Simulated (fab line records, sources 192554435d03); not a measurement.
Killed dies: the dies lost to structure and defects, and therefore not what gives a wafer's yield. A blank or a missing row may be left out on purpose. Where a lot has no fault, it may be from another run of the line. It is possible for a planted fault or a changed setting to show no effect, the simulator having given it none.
fab line records	flow n5Finfet
record lots=7	wafers=39
route steps=1938 shown FIN_SAQP@102 DUMMY_GATE@237 SD_EPI_P@308 MOL_CONTACT_COAG@531
startH: start of the lot's first displayed wafer, in hours after the record's first day	waitH: hours from the lot's prior step to this one	" as in the row above	L1.1+2: a row that stands for several wafers	- no value, or no start given	* or withheld: withheld	< > ~ a bound
route shown NAME@n: a module of which the file shows steps, and the number in the route of the first	usual: mean/standard deviation taken from wafers without a fault	same: alike in all rows	chamber/n: place in a boat	sites: the reading at each site	_std_site: standard deviation of those values	_edge_site: outer sites' mean less inner sites'	radiusMm: how far each site lies from the wafer's centre	mask NAME#n: copy n	behind: tool/chamber where the wafer was last shaped	hold: reason for holding the lot/hours on hold/outcome of the hold	device: the transistor (n, p or np) that didn't switch	end of line: tests run on the same wafers once the route is complete	where a step has no rows: the recipe by itself	killed: count of dies lost to structure and defects at first sort (not the wafer's yield)	map: shows each die of a wafer: x if killed, . if not, _ if none is there
set.NAME: the setting the step ran with; set.NAME@STEP: the setting that earlier step ran with	model.NAME: the simulator's own value behind a step, which no gauge read
lots where settings were altered on purpose, with a table for each step and a row for each wafer
## steps
# step N5_FIN_SAQP_HM_DEP_72
# recipe material=SiO2	targetThkA=120	tempC=400	precursor=SiH4/N2O	pressureTorr=0.75	rfW=275	timeS=7.2
lot.wafer	tool	chamber	startH	waitH	set.targetThkA	model.SiO2_of_FIN_SAQP_HM_DEP_72.thkNm
L077.1	pecvd-02	0	39.13	0.0	125	12.55
L077.2	"	1	"	"	125	12.35
L077.3	"	0	"	"	120	11.95
L077.4	"	1	"	"	125	12.61
L077.5	"	1	"	"	120	12.05
L077.6	"	0	"	"	120	11.85
L078.1+5	pecvd-03	0,2	49.60	0.0	112.2	11.1
L078.2	"	1	"	"	120	11.7
L078.3	"	2	"	"	112.2	11.17
L078.4	"	1	"	"	120	11.84
L078.6	"	0	"	"	120	11.91
L080.1	pecvd-03	0	62.68	0.0	120	11.61
L080.2	"	1	"	"	120	11.79
L080.3	"	2	"	"	120	11.52
L080.4	"	1	"	"	120	11.91
L080.5	"	2	"	"	120	11.76
L080.6	"	0	"	"	120	11.94
L086.1	pecvd-03	2	94.27	0.0	103.8	10.19
L086.2	"	1	"	"	103.8	10.18
L086.3	"	0	"	"	120	11.75
L086.4	"	0	"	"	103.8	10.3
L086.5	"	1	"	"	120	11.96
L086.6	"	2	"	"	120	12.07
L091.1	pecvd-03	0	124.48	0.0	120	11.66
L091.2	"	1	"	"	127.9	12.14
L091.3	"	1	"	"	120	11.74
L091.4	"	0	"	"	120	11.71
L091.5	"	1	"	"	127.9	12.42
L091.6	"	0	"	"	127.9	12.64
L094.1	pecvd-03	2	141.45	0.0	120	11.7
L094.2	"	1	"	"	129.7	12.64
L094.3	"	0	"	"	120	11.88
L094.4	"	0	"	"	129.7	12.87
L094.5	"	1	"	"	129.7	12.74
L094.6	"	2	"	"	120	11.93
L097.1	pecvd-01	0	160.60	0.0	120	11.82
L097.3	"	1	"	"	120	11.85
L097.5	"	1	"	"	120	12.11
# step N5_FIN_SAQP_COAT_49
# recipe resist=SOC	tempC=250	timeS=60	spinRpm=1500	resistThkNm=100
# step N5_FIN_SAQP_COAT_50
# recipe resist=SiARC	tempC=220	timeS=60	spinRpm=1500	resistThkNm=35
# step N5_FIN_SAQP_ETCH_52
# recipe chemistry=N2/H2	target=SOC	targetDepthA=1000	overetchA=200	maskMaterial=SiARC	tempC=40	timeS=150	ionEnergyEv=200	pressureMtorr=30	sourceW=840	biasW=150	n2FlowSccm=200	h2FlowSccm=200	ends=endPoint
# step N5_FIN_SAQP_STRIP_53
# recipe chemistry=N2/H2	tempC=40	n2FlowSccm=200	h2FlowSccm=200	rfFrequencyHz=6e+07
# step N5_FIN_SAQP_HM_OPEN_73
# recipe chemistry=CHF3/O2	target=SiO2	stopOn=a-Si	targetDepthA=120	overEtchFrac=1.8	maskMaterial=SOC	timeS=16.8	pressureMtorr=30	sourceW=650	biasW=170	Ar_flow_sccm=200	CHF3_flow_sccm=50	O2_flow_sccm=5	ionEnergyEv=200	ends=endPoint
lot.wafer	tool	chamber	startH	waitH	set.targetThkA@FIN_SAQP_HM_DEP_72	model.etch.depthNm
L077.1	rieDiel-04	3	40.26	0.0	125	12.55
L077.2	"	2	"	"	125	12.35
L077.3	"	1	"	"	120	11.95
L077.4	"	0	"	"	125	12.61
L077.5	"	2	"	"	120	12.05
L077.6	"	1	"	"	120	11.85
L078.1+5	rieDiel-06	1,0	50.34	0.0	112.2	11.1
L078.2	"	3	"	"	120	11.7
L078.3	"	0	"	"	112.2	11.17
L078.4	"	2	"	"	120	11.84
L078.6	"	3	"	"	120	11.91
L080.1	rieDiel-02	3	63.32	0.0	120	11.61
L080.2	"	0	"	"	120	11.79
L080.3	"	1	"	"	120	11.52
L080.4	"	0	"	"	120	11.91
L080.5	"	1	"	"	120	11.76
L080.6	"	3	"	"	120	11.94
L086.1	rieDiel-04	0	94.89	0.0	103.8	10.19
L086.2	"	2	"	"	103.8	10.18
L086.3	"	1	"	"	120	11.75
L086.4	"	3	"	"	103.8	10.3
L086.5	"	2	"	"	120	11.96
L086.6	"	1	"	"	120	12.07
L091.1	rieDiel-04	3	125.66	0.0	120	11.66
L091.2	"	0	"	"	127.9	12.14
L091.3	"	2	"	"	120	11.74
L091.4	"	1	"	"	120	11.71
L091.5	"	1	"	"	127.9	12.42
L091.6	"	2	"	"	127.9	12.64
L094.1	rieDiel-04	3	142.07	0.0	120	11.7
L094.2	"	0	"	"	129.7	12.64
L094.3	"	2	"	"	120	11.88
L094.4	"	1	"	"	129.7	12.87
L094.5	"	2	"	"	129.7	12.74
L094.6	"	1	"	"	120	11.93
L097.1	rieDiel-06	1	161.35	0.0	120	11.82
L097.3	"	3	"	"	120	11.85
L097.5	"	0	"	"	120	12.11
# step N5_DUMMY_GATE_ETCH_37
# recipe chemistry=N2/H2	target=SOC	targetDepthA=600	overetchA=300	tempC=40	ionEnergyEv=200	pressureMtorr=30	sourceW=840	biasW=150	n2FlowSccm=200	h2FlowSccm=200
# usual rfVppV=523.3/1.7
lot.wafer	tool	chamber	startH	waitH	set.sourceW	rfVppV
L077.1	rieDiel-01	1	64.42	0.0	840	519.9
L077.2	"	3	"	"	995.6	492.6
L077.3	"	2	"	"	995.6	494.2
L077.4	"	0	"	"	840	524.8
L077.5	"	0	"	"	840	523.6
L077.6	"	3	"	"	995.6	492.6
L078.1	rieDiel-03	0	74.98	0.0	840	523.2
L078.2	"	3	"	"	840	522.4
L078.3	"	2	"	"	840	523.3
L078.4	"	3	"	"	840	522.4
L078.5	"	0	"	"	840	525.0
L078.6	"	2	"	"	840	523.0
L080.1	rieDiel-05	1	94.07	0.0	937.9	505.2
L080.2	"	3	"	"	937.9	507.0
L080.3	"	2	"	"	840	525.7
L080.4	"	0	"	"	840	523.0
L080.5	"	2	"	"	840	524.5
L080.6	"	1	"	"	937.9	506.3
L086.1	rieDiel-05	2	122.05	0.0	840	524.8
L086.2	"	1	"	"	787.7	536.8
L086.3	"	3	"	"	787.7	537.0
L086.4	"	0	"	"	840	521.6
L086.5	"	0	"	"	840	520.4
L086.6	"	3	"	"	787.7	536.2
L091.1	rieDiel-03	1	152.93	0.0	840	524.3
L091.2	"	0	"	"	840	522.9
L091.3	"	2	"	"	840	524.5
L091.4	"	3	"	"	840	523.5
L091.5	"	0	"	"	840	522.1
L091.6	"	1	"	"	840	521.9
L094.1	rieDiel-03	1	165.40	0.0	840	522.3
L094.2	"	3	"	"	748.8	542.5
L094.3	"	0	"	"	840	522.3
L094.4	"	2	"	"	840	521.3
L094.5	"	1	"	"	748.8	542.4
L094.6	"	0	"	"	748.8	542.7
L097.1	rieDiel-01	1	186.70	0.0	840	519.0
L097.3	"	2	"	"	840	522.4
L097.5	"	3	"	"	840	521.9
# step N5_SD_EPI_P_ETCH_37
# recipe chemistry=N2/H2	target=SOC	overetchA=1080	maskMaterial=SiARC	tempC=40	ionEnergyEv=100	sourceW=3000	biasW=133	pressureMtorr=20	timeS=486	n2FlowSccm=200	h2FlowSccm=200	ends=endPoint
# usual rfVppV=240.5/1.2
lot.wafer	tool	chamber	startH	waitH	set.sourceW	rfVppV
L077.1	rieDiel-01	0	71.90	0.0	3000	240.3
L077.2	"	2	"	"	2478	256.1
L077.3	"	1	"	"	3000	238.2
L077.4	"	3	"	"	3000	239.6
L077.5	"	1	"	"	2478	256.7
L077.6	"	2	"	"	2478	256.9
L078.1	rieDiel-05	2	81.83	0.0	3000	241.3
L078.2	"	3	"	"	3000	240.8
L078.3	"	1	"	"	3000	242.3
L078.4	"	0	"	"	3000	238.4
L078.5	"	0	"	"	3000	240.5
L078.6	"	1	"	"	3000	240.7
L080.1	rieDiel-01	1	101.72	0.0	3000	240.1
L080.2	"	0	"	"	3474	229.5
L080.3	"	3	"	"	3000	238.9
L080.4	"	2	"	"	3000	239.2
L080.5	"	2	"	"	3474	229.2
L080.6	"	1	"	"	3474	227.0
L086.1	rieDiel-05	1	129.68	0.0	3000	242.6
L086.2	"	3	"	"	3000	242.0
L086.3	"	0	"	"	3000	239.0
L086.4	"	2	"	"	3000	240.9
L086.5	"	3	"	"	3000	243.0
L086.6	"	2	"	"	3000	242.3
L091.1	rieDiel-05	2	160.33	0.0	2682	251.0
L091.2	"	0	"	"	3000	240.0
L091.3	"	1	"	"	3000	242.7
L091.4	"	1	"	"	2682	251.7
L091.5	"	0	"	"	2682	249.3
L091.6	"	2	"	"	3000	241.4
L094.1	rieDiel-05	2	173.12	0.0	3000	241.4
L094.2	"	1	"	"	2683	250.3
L094.3	"	0	"	"	2683	249.2
L094.4	"	0	"	"	3000	240.3
L094.5	"	1	"	"	3000	240.7
L094.6	"	2	"	"	2683	251.6
L097.1	rieDiel-05	1	195.82	0.0	3000	242.2
L097.3	"	2	"	"	3000	240.9
L097.5	"	3	"	"	3000	240.4
# step N5_MOL_CONTACT_COAG_ETCH_105
# recipe chemistry=CF4	target=SiARC	targetDepthA=156	maskMaterial=CAR-EUV	timeS=26	ionEnergyEv=80	pressureMtorr=40	sourceW=545	biasW=36	Ar_flow_sccm=100	cf4FlowSccm=100	ends=cleared
# usual rfVppV=183.7/1.1
lot.wafer	tool	chamber	startH	waitH	set.biasW	rfVppV
L077.1	rieDiel-06	2	106.32	0.0	36	183.6
L077.2	"	1	"	"	36	183.8
L077.3	"	3	"	"	36	185.1
L077.4	"	0	"	"	36	183.5
L077.5	"	0	"	"	36	183.4
L077.6	"	3	"	"	36	183.2
L078.1	rieDiel-06	2	116.60	0.0	36	184.2
L078.2	"	3	"	"	36	183.3
L078.3	"	0	"	"	36	184.1
L078.4	"	1	"	"	36	182.6
L078.5	"	3	"	"	36	184.2
L078.6	"	0	"	"	36	184.7
L080.1	rieDiel-04	2	136.39	0.0	36	183.5
L080.2	"	0	"	"	36	184.0
L080.3	"	3	"	"	31.23	166.2
L080.4	"	1	"	"	36	182.8
L080.5	"	2	"	"	31.23	169.0
L080.6	"	1	"	"	31.23	167.6
L086.1	rieDiel-06	1	164.06	0.0	36	184.7
L086.2	"	3	"	"	36	183.5
L086.3	"	0	"	"	31.09	165.7
L086.4	"	1	"	"	31.09	166.7
L086.5	"	0	"	"	31.09	165.8
L086.6	"	3	"	"	36	182.3
L091.1	rieDiel-02	3	193.62	0.0	36	182.7
L091.2	"	0	"	"	36	184.0
L091.3	"	1	"	"	40.92	197.6
L091.4	"	2	"	"	40.92	200.2
L091.5	"	0	"	"	36	184.7
L091.6	"	3	"	"	40.92	197.6
L094.1	rieDiel-04	0	208.64	0.0	36	185.1
L094.2	"	1	"	"	36	182.6
L094.3	"	3	"	"	29.6	159.4
L094.4	"	2	"	"	29.6	163.0
L094.5	"	0	"	"	36	185.4
L094.6	"	3	"	"	29.6	161.5
L097.1	rieDiel-02	2	230.36	0.0	36	184.6
L097.3	"	1	"	"	36	182.5
L097.5	"	2	"	"	36	184.7
## key
split step=N5_FIN_SAQP_HM_DEP_72	setting=targetThkA	stated=120	by=wafer
response step=N5_FIN_SAQP_HM_DEP_72	reading=model.SiO2_of_FIN_SAQP_HM_DEP_72.thkNm	change=+0.119	per=1%	r=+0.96
response step=N5_FIN_SAQP_HM_OPEN_73	reading=model.etch.depthNm	change=+0.119	per=1%	r=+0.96
split step=N5_DUMMY_GATE_ETCH_37	setting=sourceW	stated=840	by=wafer
response step=N5_DUMMY_GATE_ETCH_37	reading=rfVppV	change=-1.69	per=1%	r=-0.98
split step=N5_SD_EPI_P_ETCH_37	setting=sourceW	stated=3000	by=wafer
response step=N5_SD_EPI_P_ETCH_37	reading=rfVppV	change=-0.863	per=1%	r=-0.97
split step=N5_MOL_CONTACT_COAG_ETCH_105	setting=biasW	stated=36	by=wafer
response step=N5_MOL_CONTACT_COAG_ETCH_105	reading=rfVppV	change=+1.22	per=1%	r=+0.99
